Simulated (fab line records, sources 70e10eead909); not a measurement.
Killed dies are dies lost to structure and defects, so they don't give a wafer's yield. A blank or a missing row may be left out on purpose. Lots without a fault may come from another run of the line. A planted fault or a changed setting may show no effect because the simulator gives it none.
Chamber matching | flow nand_harc | NHARC_A_CONTACT_ETCH_110 on rie_diel-11: 4 sister chambers
The step etches the open film in CF4/O2, target depth 50 nm, overetch 5 nm, time 27.5 s. 27 wafers are shown with their chamber, then 12 later ones without.

WAFERS WITH THEIR CHAMBER
wafer  | chamber | rf_vpp_V (V) | oes_product_au (a.u.) | throttle_valve_pct (%)
L074.2 | 1       | 197.8        | 0.990                 | 13.407
L074.3 | 3       | 196.5        | 1.011                 | 13.405
L074.5 | 1       | 198.1        | 0.993                 | 13.406
L077.2 | 0       | 199.6        | 0.992                 | 13.383
L077.3 | 3       | 195.8        | 1.017                 | 13.391
L077.6 | 3       | 197.5        | 1.005                 | 13.393
L075.2 | 3       | 196.1        | 1.013                 | 13.394
L075.3 | 2       | 197.1        | 0.982                 | 13.397
L075.4 | 1       | 198.2        | 0.997                 | 13.386
L076.1 | 3       | 196.8        | 1.011                 | 13.386
L076.3 | 0       | 199.9        | 0.977                 | 13.398
L076.6 | 3       | 196.8        | 1.006                 | 13.395
L079.1 | 1       | 196.9        | 0.997                 | 13.388
L079.5 | 1       | 198.4        | 1.000                 | 13.404
L079.6 | 2       | 196.7        | 0.965                 | 13.407
L083.1 | 1       | 198.9        | 0.988                 | 13.402
L083.2 | 2       | 197.2        | 0.958                 | 13.410
L083.6 | 1       | 198.0        | 0.992                 | 13.367
L086.2 | 1       | 198.7        | 0.991                 | 13.394
L086.3 | 3       | 197.4        | 1.017                 | 13.392
L086.5 | 2       | 197.3        | 0.968                 | 13.391
L087.4 | 1       | 198.0        | 0.993                 | 13.412
L087.5 | 1       | 198.1        | 0.996                 | 13.392
L087.6 | 2       | 197.0        | 0.973                 | 13.383
L089.1 | 0       | 200.5        | 0.987                 | 13.394
L089.3 | 3       | 197.1        | 1.015                 | 13.404
L089.4 | 2       | 197.1        | 0.979                 | 13.388

SIGNATURES (means of the wafers above)
reading            | chamber 0 | chamber 1 | chamber 2 | chamber 3 | scatter within a chamber
rf_vpp_V           | 200.000   | 198.110   | 197.067   | 196.750   | 0.501
oes_product_au     | 0.98533   | 0.99370   | 0.97083   | 1.01187   | 0.00586
throttle_valve_pct | 13.39167  | 13.39580  | 13.39600  | 13.39500  | 0.0106
Rule: a wafer's distance from a chamber is the root of the sum, over the readings, of the square of ((its reading less the chamber's mean) divided by the reading's scatter). The wafer belongs to the nearest chamber; if the next one is less than 2 further off, it can't be placed. The scatter: the root of (the sum of the squares of (reading less its chamber's mean) over the shown wafers, divided by (wafers less chambers)).

WAFERS WITHOUT THEIR CHAMBER
wafer  | rf_vpp_V (V) | oes_product_au (a.u.) | throttle_valve_pct (%)
L090.3 | 196.4        | 0.998                 | 13.410
L090.5 | 196.7        | 1.019                 | 13.402
L090.6 | 198.1        | 0.982                 | 13.409
L092.3 | 197.7        | 1.023                 | 13.389
L092.4 | 198.1        | 0.997                 | 13.394
L092.6 | 196.0        | 0.994                 | 13.394
L093.1 | 198.4        | 0.980                 | 13.408
L093.3 | 198.5        | 0.982                 | 13.396
L093.4 | 195.7        | 1.017                 | 13.393
L094.4 | 196.8        | 1.013                 | 13.385
L094.5 | 197.0        | 0.978                 | 13.398
L094.6 | 196.7        | 0.997                 | 13.406

WHICH CHAMBER EACH WENT THROUGH
wafer  | from the rows above          | in truth
L090.3 | can't be placed: 3 or 1      | 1
L090.5 | 3                            | 3
L090.6 | can't be placed: 1 or 2 or 0 | 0
L092.3 | 3                            | 3
L092.4 | 1                            | 1
L092.6 | can't be placed: 3 or 1 or 2 | 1
L093.1 | can't be placed: 1 or 2 or 0 | 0
L093.3 | can't be placed: 1 or 0 or 2 | 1
L093.4 | 3                            | 3
L094.4 | 3                            | 3
L094.5 | 2                            | 2
L094.6 | can't be placed: 3 or 1 or 2 | 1
Placed correctly: 6 of 12. Can't be placed from these rows: 6 (the true chamber is among the candidates in 6). Placed wrongly: 0.
